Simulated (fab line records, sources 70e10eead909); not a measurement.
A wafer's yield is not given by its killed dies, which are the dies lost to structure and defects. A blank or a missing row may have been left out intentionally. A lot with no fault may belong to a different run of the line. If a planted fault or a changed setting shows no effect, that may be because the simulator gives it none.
Chamber matching :: flow nandHarc :: 4 sister chambers for NHARC_P_M0_DESCUM_14 on rieDiel-02
The step chemistry O2, time 3 s. 14 wafers are shown with their chamber, then 7 later ones without.

WAFERS PAIRED WITH THEIR CHAMBERS
wafer: L077.1
chamber: 0
showerheadPlenumPTorr (Torr): 1.77
throttleValvePct (%): 11.321
oesProductAu (a.u.): 1.019

wafer: L077.5
chamber: 1
showerheadPlenumPTorr (Torr): 1.83
throttleValvePct (%): 11.311
oesProductAu (a.u.): 1.016

wafer: L077.6
chamber: 2
showerheadPlenumPTorr (Torr): 2.05
throttleValvePct (%): 11.316
oesProductAu (a.u.): 0.997

wafer: L082.2
chamber: 3
showerheadPlenumPTorr (Torr): 1.92
throttleValvePct (%): 11.313
oesProductAu (a.u.): 1.009

wafer: L082.3
chamber: 1
showerheadPlenumPTorr (Torr): 1.82
throttleValvePct (%): 11.309
oesProductAu (a.u.): 1.008

wafer: L082.6
chamber: 3
showerheadPlenumPTorr (Torr): 1.92
throttleValvePct (%): 11.312
oesProductAu (a.u.): 1.011

wafer: L082.1
chamber: 0
showerheadPlenumPTorr (Torr): 1.76
throttleValvePct (%): 11.321
oesProductAu (a.u.): 1.005

wafer: L082.4
chamber: 2
showerheadPlenumPTorr (Torr): 2.04
throttleValvePct (%): 11.322
oesProductAu (a.u.): 0.987

wafer: L082.5
chamber: 0
showerheadPlenumPTorr (Torr): 1.77
throttleValvePct (%): 11.304
oesProductAu (a.u.): 1.009

wafer: L084.1
chamber: 3
showerheadPlenumPTorr (Torr): 1.92
throttleValvePct (%): 11.303
oesProductAu (a.u.): 1.026

wafer: L084.5
chamber: 2
showerheadPlenumPTorr (Torr): 2.04
throttleValvePct (%): 11.321
oesProductAu (a.u.): 1.004

wafer: L084.6
chamber: 3
showerheadPlenumPTorr (Torr): 1.92
throttleValvePct (%): 11.298
oesProductAu (a.u.): 1.009

wafer: L087.2
chamber: 2
showerheadPlenumPTorr (Torr): 2.04
throttleValvePct (%): 11.310
oesProductAu (a.u.): 1.008

wafer: L087.3
chamber: 1
showerheadPlenumPTorr (Torr): 1.82
throttleValvePct (%): 11.313
oesProductAu (a.u.): 0.984

SIGNATURES (means of the wafers above)
reading: showerheadPlenumPTorr
chamber 0: 1.7667
chamber 1: 1.8233
chamber 2: 2.0425
chamber 3: 1.9200
scatter within a chamber: 0.00456

reading: throttleValvePct
chamber 0: 11.31533
chamber 1: 11.31100
chamber 2: 11.31725
chamber 3: 11.30650
scatter within a chamber: 0.0067

reading: oesProductAu
chamber 0: 1.01100
chamber 1: 1.00267
chamber 2: 0.99900
chamber 3: 1.01375
scatter within a chamber: 0.0106
Rule: distance of a wafer from a chamber = root of the sum over the readings of ((wafer's reading minus chamber's mean) / reading's scatter) squared. The wafer belongs to the nearest chamber; if the next one is less than 2 further off, it can't be placed. The scatter: take each reading less its chamber's mean, square it, sum over the shown wafers, divide by the number of wafers less the number of chambers, and take the root.

WAFERS WITHOUT THEIR CHAMBER
wafer: L087.4
showerheadPlenumPTorr (Torr): 2.07
throttleValvePct (%): 11.302
oesProductAu (a.u.): 1.013

wafer: L087.1
showerheadPlenumPTorr (Torr): 1.92
throttleValvePct (%): 11.303
oesProductAu (a.u.): 1.025

wafer: L087.5
showerheadPlenumPTorr (Torr): 2.07
throttleValvePct (%): 11.319
oesProductAu (a.u.): 1.013

wafer: L087.6
showerheadPlenumPTorr (Torr): 1.82
throttleValvePct (%): 11.292
oesProductAu (a.u.): 0.970

wafer: L086.1
showerheadPlenumPTorr (Torr): 1.82
throttleValvePct (%): 11.320
oesProductAu (a.u.): 0.984

wafer: L086.3
showerheadPlenumPTorr (Torr): 2.04
throttleValvePct (%): 11.319
oesProductAu (a.u.): 0.997

wafer: L086.5
showerheadPlenumPTorr (Torr): 2.07
throttleValvePct (%): 11.301
oesProductAu (a.u.): 1.016

EACH ONE'S CHAMBER
wafer: L087.4
from the rows above: 2
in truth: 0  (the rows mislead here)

wafer: L087.1
from the rows above: 3
in truth: 3

wafer: L087.5
from the rows above: 2
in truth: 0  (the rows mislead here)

wafer: L087.6
from the rows above: 1
in truth: 1

wafer: L086.1
from the rows above: 1
in truth: 1

wafer: L086.3
from the rows above: 2
in truth: 2

wafer: L086.5
from the rows above: 2
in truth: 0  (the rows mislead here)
Correctly placed: 4 of 7. Left unplaced by these rows: 0. 3 placed wrongly.
